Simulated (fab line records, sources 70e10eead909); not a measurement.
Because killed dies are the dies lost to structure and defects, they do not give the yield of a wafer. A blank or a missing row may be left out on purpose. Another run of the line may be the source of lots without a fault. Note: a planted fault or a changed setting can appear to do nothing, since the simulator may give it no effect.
fab line records    flow nandHarc
record: lots: 6  wafers: 18  lastDay: 33
route steps=1302 shown P_ZERO_WELL@51 END@1302
lots that met no fault: from a run of the same line without faults
startH: hours from the record's opening day to when the first of the lot's shown wafers began    waitH: how many hours have passed since the lot's step before this one    " same as the row above    L1.1+2: a single row standing in for several wafers    - no value, or no start given    * or withheld: withheld    < > ~ a bound
route shown NAME@n: a module of which the file shows steps, and the number in the route of the first    usual: average and standard deviation across the fault-free wafers    same: alike in all rows    chamber/n: place in a boat    sites: each site's reading    _std_site: the standard deviation of these    _edge_site: outer sites' mean less inner sites'    radiusMm: for every site, how far away it sits from the centre of the wafer    mask NAME#n: copy n    behind: tool/chamber where the wafer was last shaped    hold: cause of the lot's hold/its duration in hours/its outcome    device: the n, p or np transistor that did not switch    end of line: tests of these same wafers at the route's end    a step without rows: its recipe alone    killed: dies lost to structure and defects at the first sort, not the wafer's yield    map: the dies of a wafer, with x for killed, . for not killed, _ for no die there
set.NAME: the run value of the setting; set.NAME@STEP: its run value at that earlier step    model.NAME: the simulator's own value behind a step, which no gauge read
lots at selected steps of the route; one table per step, one row per wafer
services: when a tool's chamber went out of use (startH, in hours from the record's first day, below 0 if earlier), for how many hours, and the reason
== steps ==
step: NHARC_P_ZERO_WELL_DEHYDRATE_44
recipe: tempC: 150  timeS: 120
step: NHARC_P_ZERO_WELL_HMDS_45
recipe: timeS: 30
step: NHARC_P_ZERO_WELL_COAT_46
recipe: spinRpm: withheld
step: NHARC_P_ZERO_WELL_SOFTBAKE_47
recipe: tempC: 122  timeS: 95
step: NHARC_P_ZERO_WELL_EBR_48
step: NHARC_P_ZERO_WELL_EXPOSE_49
recipe: na: 0.6  targetCdNm: 2000  doseMj: 22.64  maskId: P_HVPW
step: NHARC_P_ZERO_WELL_PEB_50
recipe: pebTempC: 118  pebTimeS: 85
step: NHARC_P_ZERO_WELL_DEVELOP_51
recipe: timeS: 70
step: NHARC_P_ZERO_WELL_CD_MEAS_52
recipe: targetCdNm: 2000  landingEnergyEv: 500
usual: cdNm: 2000.3/1.3
lot.wafer  tool      chamber  startH  waitH  cdNm
L954.2     cdSem-02  0        75.72   -      1998.7
L954.3     "         0        "       "      2000.6
L954.4     "         0        "       "      1999.4
L962.4     cdSem-02  0        155.93  -      1998.3
L962.5     "         0        "       "      1998.0
L962.6     "         0        "       "      1996.9
L963.1     cdSem-03  0        165.36  -      2000.2
L963.4     "         0        "       "      2001.3
L963.6     "         0        "       "      1998.4
L964.2     cdSem-02  0        175.88  -      1999.5
L964.4     "         0        "       "      1999.7
L964.6     "         0        "       "      2000.4
L965.1     cdSem-02  0        185.68  -      2001.8
L965.2     "         0        "       "      2000.7
L965.6     "         0        "       "      2000.6
L969.2     cdSem-02  0        226.72  -      1999.5
L969.5     "         0        "       "      1999.7
L969.6     "         0        "       "      1998.8
step: NHARC_P_ZERO_WELL_HARDBAKE_53
recipe: tempC: 125  timeS: 80
step: NHARC_P_ZERO_WELL_DESCUM_54
recipe: timeS: 3  o2FlowSccm: 200  arFlowSccm: 0  biasPowerW: 0  chemistry: O2
usual: drypumpMotorCurrentA: 6.0/0.47  mfcArSccm: 0.005/0.0091  oesProductAu: 1.000/0.006  rfVppV: 57.7/0.96  showerheadPlenumPTorr: 1.91/0.088  throttleValvePct: 11.311/0.0088
lot.wafer  tool        chamber  startH  waitH  drypumpMotorCurrentA  mfcArSccm  oesProductAu  rfHoursCounterH  rfVppV  showerheadPlenumPTorr  throttleValvePct
L954.3     rieDiel-10  0        75.90   -      5.9                   0          0.999         0                58.9    1.95                   11.322
L954.2     "           1        "       "      5.8                   0.000      0.992         0                59.8    2.08                   11.301
L954.4     "           0        "       "      5.9                   0          1.009         -                58.1    1.95                   11.323
L962.4     rieDiel-03  3        156.10  -      6.0                   0.004      1.004         16               58.3    2.00                   11.313
L962.5     "           1        "       "      5.2                   0          1.007         -                56.8    1.78                   11.319
L962.6     "           2        "       "      6.8                   0          0.990         -                56.8    1.98                   11.320
L963.4     rieDiel-04  0        165.52  -      5.4                   0.010      0.998         46               57.0    1.89                   11.310
L963.1     "           1        "       "      6.3                   0.005      0.992         45               57.9    1.93                   11.314
L963.6     "           1        "       "      6.4                   0.005      0.989         -                57.5    1.93                   11.305
L964.2     rieDiel-03  0        176.28  -      6.1                   0          0.987         19               56.3    1.77                   11.310
L964.4     "           2        "       "      6.9                   0          1.001         17               58.2    1.98                   11.319
L964.6     "           0        "       "      6.1                   0          0.996         -                56.6    1.77                   11.296
L965.1     rieDiel-03  2        185.85  -      6.9                   0          1.001         20               58.7    1.98                   11.312
L965.2     "           1        "       "      5.2                   0          1.011         20               57.9    1.77                   11.309
L965.6     "           3        "       "      6.1                   0.004      1.003         -                58.6    2.00                   11.315
L969.2     rieDiel-03  0        226.90  -      6.1                   0          0.993         35               56.0    1.77                   11.313
L969.6     "           2        "       "      6.8                   0          0.991         -                58.7    1.98                   11.314
L969.5     "           3        "       "      6.1                   0.004      0.991         -                57.5    1.99                   11.313
step: NHARC_P_ZERO_WELL_IMPLANT_55
recipe: energyKev: 180  doseCm2: 8e+11  tiltDeg: 7
step: NHARC_P_ZERO_WELL_IMPLANT_61
recipe: energyKev: 30  doseCm2: 5e+11  tiltDeg: 7
usual: beamEnergyKeV: 30.001/0.0089  beamOnS: 9.99/0.2  implantIonAmu: 11/0
lot.wafer  tool          chamber  startH  waitH  beamEnergyKeV  beamOnS  implantIonAmu
L954.2     implanter-01  0        76.26   0.2    29.981         10.53    11
L954.3     "             0        "       "      30.008         9.99     11
L954.4     "             0        "       "      29.991         9.93     11
L962.4     implanter-01  -        156.49  0.1    -              -        -
L962.5     "             -        "       "      -              -        -
L962.6     "             -        "       "      -              -        -
L963.1     implanter-01  -        165.84  0.1    -              -        -
L963.4     "             -        "       "      -              -        -
L963.6     "             -        "       "      -              -        -
L964.2     implanter-01  0        176.64  0.1    30.006         10.22    11
L964.4     "             0        "       "      29.991         10.02    11
L964.6     "             0        "       "      30.007         9.98     11
L965.1     implanter-01  0        186.18  0.2    30.003         9.91     11
L965.2     "             0        "       "      30.018         9.94     11
L965.6     "             0        "       "      29.990         10.04    11
L969.2     implanter-02  0        227.24  0.2    29.999         10.20    11
L969.5     "             0        "       "      30.007         9.76     11
L969.6     "             0        "       "      30.003         10.19    11
step: NHARC_P_ZERO_WELL_STRIP_56
recipe: timeS: 840  tempC: 130  chemistry: SPM
step: NHARC_END_SORT_01
recipe: tempC: 25
usual: killedAtArray: 63/18  killedAtOther: 1.1/1.3  killedAtPeriphery: 4.3/2.8  killedDies: 68/18  killedOpen: 3.3/2  killedShort: 2.4/1.6
same: grossDies: 677
lot.wafer  tool       chamber  startH  waitH  killedAtArray  killedAtOther  killedAtPeriphery  killedDies  killedOpen  killedShort
L954.2     prober-01  0        600.84  2.8    78             2              6                  86          6           4
L954.3     prober-01  0        601.65  3.1    75             0              5                  80          4           1
L954.4     prober-01  0        602.45  3.4    86             0              1                  87          2           2
L962.4     prober-02  0        747.10  3.4    50             1              626                677         4           1
L962.5     prober-02  0        747.89  3.7    60             1              616                677         2           3
L962.6     prober-02  0        748.69  4.0    58             2              617                677         7           2
L965.1     prober-01  0        752.33  2.5    48             0              10                 58          7           3
L965.2     prober-01  0        753.15  2.8    37             0              4                  41          4           3
L965.6     prober-01  0        756.41  4.1    42             0              13                 55          3           5
L963.1     prober-01  0        760.21  2.5    65             0              612                677         5           1
L963.4     prober-01  0        762.64  3.4    84             0              593                677         1           3
L963.6     prober-01  0        764.26  4.0    89             0              588                677         4           2
L964.2     prober-01  0        768.92  2.8    46             1              1                  48          6           3
L964.4     prober-01  0        770.51  3.4    44             0              1                  45          4           3
L964.6     prober-01  0        772.10  4.0    51             3              1                  55          1           4
L969.2     prober-02  0        782.94  2.8    51             2              3                  56          3           2
L969.5     prober-02  0        785.33  3.7    49             2              6                  57          7           3
L969.6     prober-02  0        786.12  4.0    58             2              3                  63          2           2
killed by level:class
L954.2 A_CHANNEL_HOLE_D2:chamberFilmFlake=37 A_CHANNEL_HOLE_D1:chamberFilmFlake=27 A_STAIRCASE:chamberFilmFlake=5 P_ZERO_WELL:chamberFilmFlake=3 A_ONON_D1:geometricParticle:open=2 STARTING-WAFER:geometricParticle:short=2 P_M0:geometricParticle:open=1 A_DECK1_JOINT:geometricParticle:open=1
L954.3 A_CHANNEL_HOLE_D2:chamberFilmFlake=38 A_CHANNEL_HOLE_D1:chamberFilmFlake=26 P_M2:chamberFilmFlake=3 A_STAIRCASE:chamberFilmFlake=3 A_DECK1_JOINT:geometricParticle:open=2 P_ZERO_WELL:chamberFilmFlake=2 A_CONTACT:chamberFilmFlake=2 A_CHANNEL_HOLE_D2:geometricParticle:open=1
L954.4 A_CHANNEL_HOLE_D1:chamberFilmFlake=38 A_CHANNEL_HOLE_D2:chamberFilmFlake=32 A_STAIRCASE:chamberFilmFlake=7 A_CHANNEL_FILL_D2:geometricParticle:open=2 A_SLIT:chamberFilmFlake=2 A_CHANNEL_FILL_D2:geometricParticle:short=1 A_SGD_CUT:geometricParticle:short=1 P_ZERO_WELL:chamberFilmFlake=1
L962.4 P_ZERO_WELL:areaImplant=621 A_CHANNEL_HOLE_D1:chamberFilmFlake=29 A_CHANNEL_HOLE_D2:chamberFilmFlake=10 A_SLIT:chamberFilmFlake=3 A_CONTACT:chamberFilmFlake=3 P_CONTACT:chamberFilmFlake=2 P_GATE:geometricParticle:open=1 A_ONON_D1:geometricParticle:open=1
L962.5 P_ZERO_WELL:areaImplant=608 A_CHANNEL_HOLE_D1:chamberFilmFlake=30 A_CHANNEL_HOLE_D2:chamberFilmFlake=18 A_CONTACT:chamberFilmFlake=6 P_GATE:chamberFilmFlake=4 P_STI:chamberFilmFlake=3 P_GATE:geometricParticle:open=1 A_ONON_D1:geometricParticle:short=1
L962.6 P_ZERO_WELL:areaImplant=612 A_CHANNEL_HOLE_D1:chamberFilmFlake=31 A_CHANNEL_HOLE_D2:chamberFilmFlake=11 A_CONTACT:chamberFilmFlake=5 P_GATE:chamberFilmFlake=3 A_STAIRCASE:chamberFilmFlake=2 P_GATE:geometricParticle:open=1 A_ONON_D1:geometricParticle:open=1
L965.1 A_CHANNEL_HOLE_D2:chamberFilmFlake=16 A_CONTACT:chamberFilmFlake=10 A_CHANNEL_HOLE_D1:chamberFilmFlake=7 P_CONTACT:chamberFilmFlake=6 A_WL_FILL:geometricParticle:open=3 A_SLIT:chamberFilmFlake=3 A_STAIRCASE:chamberFilmFlake=2 P_GATE:geometricParticle:open=1
L965.2 A_CHANNEL_HOLE_D2:chamberFilmFlake=16 A_CONTACT:chamberFilmFlake=6 A_SLIT:chamberFilmFlake=5 A_CHANNEL_HOLE_D1:chamberFilmFlake=4 P_STI:geometricParticle:short=1 P_CONTACT:geometricParticle:short=1 P_M0:geometricParticle:open=1 A_CHANNEL_FILL_D1:geometricParticle:open=1
L965.6 A_CHANNEL_HOLE_D2:chamberFilmFlake=19 P_CONTACT:chamberFilmFlake=10 A_CHANNEL_HOLE_D1:chamberFilmFlake=5 A_CONTACT:chamberFilmFlake=5 A_WL_FILL:geometricParticle:short=2 A_STAIRCASE:chamberFilmFlake=2 A_SLIT:chamberFilmFlake=2 A_WL_FILL:chamberFilmFlake=2
L963.1 P_ZERO_WELL:areaImplant=608 A_CHANNEL_HOLE_D1:chamberFilmFlake=30 A_SLIT:chamberFilmFlake=24 P_M0:geometricParticle:open=2 A_CONTACT:geometricParticle:open=2 A_CHANNEL_FILL_D1:chamberFilmFlake=2 P_ZERO_WELL:chamberFilmFlake=1 A_WL_FILL:geometricParticle:short=1
L963.4 P_ZERO_WELL:areaImplant=591 A_SLIT:chamberFilmFlake=38 A_CHANNEL_HOLE_D1:chamberFilmFlake=34 A_CONTACT:chamberFilmFlake=3 A_ZERO_WELL:chamberFilmFlake=2 A_STAIRCASE:chamberFilmFlake=2 P_GATE:geometricParticle:open=1 A_ONON_D1:geometricParticle:short=1
L963.6 P_ZERO_WELL:areaImplant=586 A_CHANNEL_HOLE_D1:chamberFilmFlake=36 A_SLIT:chamberFilmFlake=36 A_CONTACT:chamberFilmFlake=8 P_M0:geometricParticle:open=2 A_CHANNEL_FILL_D1:geometricParticle:open=2 A_CHANNEL_FILL_D1:chamberFilmFlake=2 A_ONON_D2:geometricParticle:short=1
L964.2 A_CHANNEL_HOLE_D2:chamberFilmFlake=19 A_CHANNEL_HOLE_D1:chamberFilmFlake=12 A_CHANNEL_HOLE_D2:geometricParticle:short=2 A_SGD_CUT:geometricParticle:open=2 A_BLC:geometricParticle:open=2 A_STAIRCASE:chamberFilmFlake=2 A_CONTACT:chamberFilmFlake=2 A_CHANNEL_FILL_D2:geometricParticle:open=1
L964.4 A_CHANNEL_HOLE_D2:chamberFilmFlake=12 A_CHANNEL_HOLE_D1:chamberFilmFlake=10 A_SLIT:chamberFilmFlake=5 A_WL_FILL:chamberFilmFlake=4 A_CONTACT:chamberFilmFlake=3 A_ZERO_WELL:chamberFilmFlake=2 A_STAIRCASE:chamberFilmFlake=2 P_M0:geometricParticle:open=1
L964.6 A_CHANNEL_HOLE_D2:chamberFilmFlake=19 A_CHANNEL_HOLE_D1:chamberFilmFlake=10 A_SLIT:chamberFilmFlake=5 A_WL_FILL:chamberFilmFlake=4 A_CONTACT:chamberFilmFlake=4 THIN_TSV:chamberFilmFlake=3 A_STAIRCASE:chamberFilmFlake=2 P_M0:geometricParticle:short=1
L969.2 A_CHANNEL_HOLE_D2:chamberFilmFlake=26 A_CHANNEL_HOLE_D1:chamberFilmFlake=7 A_SLIT:chamberFilmFlake=6 A_STAIRCASE:chamberFilmFlake=3 A_DECK1_JOINT:chamberFilmFlake=2 A_CONTACT:chamberFilmFlake=2 THIN_TSV:chamberFilmFlake=2 P_BONDPAD:geometricParticle:open=1
L969.5 A_CHANNEL_HOLE_D2:chamberFilmFlake=13 A_CHANNEL_HOLE_D1:chamberFilmFlake=11 A_SLIT:chamberFilmFlake=9 P_GATE:chamberFilmFlake=4 A_CONTACT:chamberFilmFlake=4 A_ONON_D2:geometricParticle:open=2 A_STAIRCASE:chamberFilmFlake=2 THIN_TSV:chamberFilmFlake=2
L969.6 A_CHANNEL_HOLE_D2:chamberFilmFlake=28 A_CHANNEL_HOLE_D1:chamberFilmFlake=13 A_WL_FILL:chamberFilmFlake=4 A_CONTACT:chamberFilmFlake=4 A_SLIT:chamberFilmFlake=3 P_GATE:chamberFilmFlake=2 THIN_TSV:chamberFilmFlake=2 A_CHANNEL_FILL_D2:geometricParticle:short=1
map L962.4 (x killed, . not)
____________x____________
_________xxxxxxx_________
_______xxxxxxxxxxx_______
______xxxxxxxxxxxxx______
_____xxxxxxxxxxxxxxx_____
____xxxxxxxxxxxxxxxxx____
____xxxxxxxxxxxxxxxxx____
___xxxxxxxxxxxxxxxxxxx___
___xxxxxxxxxxxxxxxxxxx___
__xxxxxxxxxxxxxxxxxxxxx__
__xxxxxxxxxxxxxxxxxxxxx__
_xxxxxxxxxxxxxxxxxxxxxxx_
_xxxxxxxxxxxxxxxxxxxxxxx_
_xxxxxxxxxxxxxxxxxxxxxxx_
_xxxxxxxxxxxxxxxxxxxxxxx_
_xxxxxxxxxxxxxxxxxxxxxxx_
xxxxxxxxxxxxxxxxxxxxxxxxx
xxxxxxxxxxxxxxxxxxxxxxxxx
xxxxxxxxxxxxxxxxxxxxxxxxx
xxxxxxxxxxxxxxxxxxxxxxxxx
xxxxxxxxxxxxxxxxxxxxxxxxx
_xxxxxxxxxxxxxxxxxxxxxxx_
_xxxxxxxxxxxxxxxxxxxxxxx_
_xxxxxxxxxxxxxxxxxxxxxxx_
_xxxxxxxxxxxxxxxxxxxxxxx_
_xxxxxxxxxxxxxxxxxxxxxxx_
__xxxxxxxxxxxxxxxxxxxxx__
__xxxxxxxxxxxxxxxxxxxxx__
___xxxxxxxxxxxxxxxxxxx___
___xxxxxxxxxxxxxxxxxxx___
____xxxxxxxxxxxxxxxxx____
____xxxxxxxxxxxxxxxxx____
_____xxxxxxxxxxxxxxx_____
______xxxxxxxxxxxxx______
_______xxxxxxxxxxx_______
_________xxxxxxx_________
____________x____________
map L963.1 (x killed, . not)
____________x____________
_________xxxxxxx_________
_______xxxxxxxxxxx_______
______xxxxxxxxxxxxx______
_____xxxxxxxxxxxxxxx_____
____xxxxxxxxxxxxxxxxx____
____xxxxxxxxxxxxxxxxx____
___xxxxxxxxxxxxxxxxxxx___
___xxxxxxxxxxxxxxxxxxx___
__xxxxxxxxxxxxxxxxxxxxx__
__xxxxxxxxxxxxxxxxxxxxx__
_xxxxxxxxxxxxxxxxxxxxxxx_
_xxxxxxxxxxxxxxxxxxxxxxx_
_xxxxxxxxxxxxxxxxxxxxxxx_
_xxxxxxxxxxxxxxxxxxxxxxx_
_xxxxxxxxxxxxxxxxxxxxxxx_
xxxxxxxxxxxxxxxxxxxxxxxxx
xxxxxxxxxxxxxxxxxxxxxxxxx
xxxxxxxxxxxxxxxxxxxxxxxxx
xxxxxxxxxxxxxxxxxxxxxxxxx
xxxxxxxxxxxxxxxxxxxxxxxxx
_xxxxxxxxxxxxxxxxxxxxxxx_
_xxxxxxxxxxxxxxxxxxxxxxx_
_xxxxxxxxxxxxxxxxxxxxxxx_
_xxxxxxxxxxxxxxxxxxxxxxx_
_xxxxxxxxxxxxxxxxxxxxxxx_
__xxxxxxxxxxxxxxxxxxxxx__
__xxxxxxxxxxxxxxxxxxxxx__
___xxxxxxxxxxxxxxxxxxx___
___xxxxxxxxxxxxxxxxxxx___
____xxxxxxxxxxxxxxxxx____
____xxxxxxxxxxxxxxxxx____
_____xxxxxxxxxxxxxxx_____
______xxxxxxxxxxxxx______
_______xxxxxxxxxxx_______
_________xxxxxxx_________
____________x____________
== services ==
tool          chamber  startH  hours  kind
rieDiel-03    -        55.62   0.6    repair
rieDiel-10    3        59.14   19.2   repair
rieDiel-03    0        61.07   -      clean
rieDiel-03    1        61.07   -      clean
rieDiel-03    2        61.07   -      clean
rieDiel-03    3        61.07   -      clean
rieDiel-10    -        65.50   9.0    pm
rieDiel-03    0        85.80   -      clean
rieDiel-03    1        85.80   -      clean
rieDiel-03    2        85.80   -      clean
rieDiel-03    3        85.80   -      clean
rieDiel-10    3        86.91   19.8   repair
rieDiel-03    0        93.59   3.4    repair
rieDiel-03    -        106.33  9.0    pm
rieDiel-03    0        106.33  9.0    ventCycle
rieDiel-03    1        106.33  9.0    ventCycle
rieDiel-03    2        106.33  9.0    ventCycle
rieDiel-03    3        106.33  9.0    ventCycle
implanter-01  -        124.63  3.8    repair
rieDiel-03    0        143.23  1.2    repair
implanter-02  -        146.34  13.0   pm
rieDiel-10    -        148.78  1.0    repair
rieDiel-04    -        178.03  9.0    pm
rieDiel-10    0        223.34  2.7    repair
== key ==
firstSign: step: NHARC_P_ZERO_WELL_IMPLANT_61  reading: toolRecord  direction: missing
effect: step: NHARC_END_SORT_01  reading: killedAtPeriphery  direction: up  sigmas: 99+  usual: 4.3  struck: 608.7
moreKillsBornAt: NHARC_P_ZERO_WELL_IMPLANT_61@implanter-01: 3626
metAt NHARC_P_ZERO_WELL_IMPLANT_61
struckWafers L962.4,L962.5,L962.6,L963.1,L963.4,L963.6
laterRowsLeftOut L962.4,L962.5,L962.6,L963.1,L963.4,L963.6
testerLeftOut L962,L963
onsetBetween 76.26 156.49
fault: kind: skippedStepWhole  tool: implanter-01  chamber: -  onsetH: 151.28  steps: NHARC_P_ZERO_WELL_IMPLANT_61  scope: struckLotsOnly
testerLeftOut: of these lots the tester's yield and bins aren't shown, on N5 and GAA mostly nor the transistor test; their killed dies are dies lost to structure and defects alone, not to doping, threshold or leakage, so they don't give the yield
laterRowsLeftOut: the simulator's readings of these wafers behind a module that went badly wrong aren't trusted and aren't shown, but for the sort
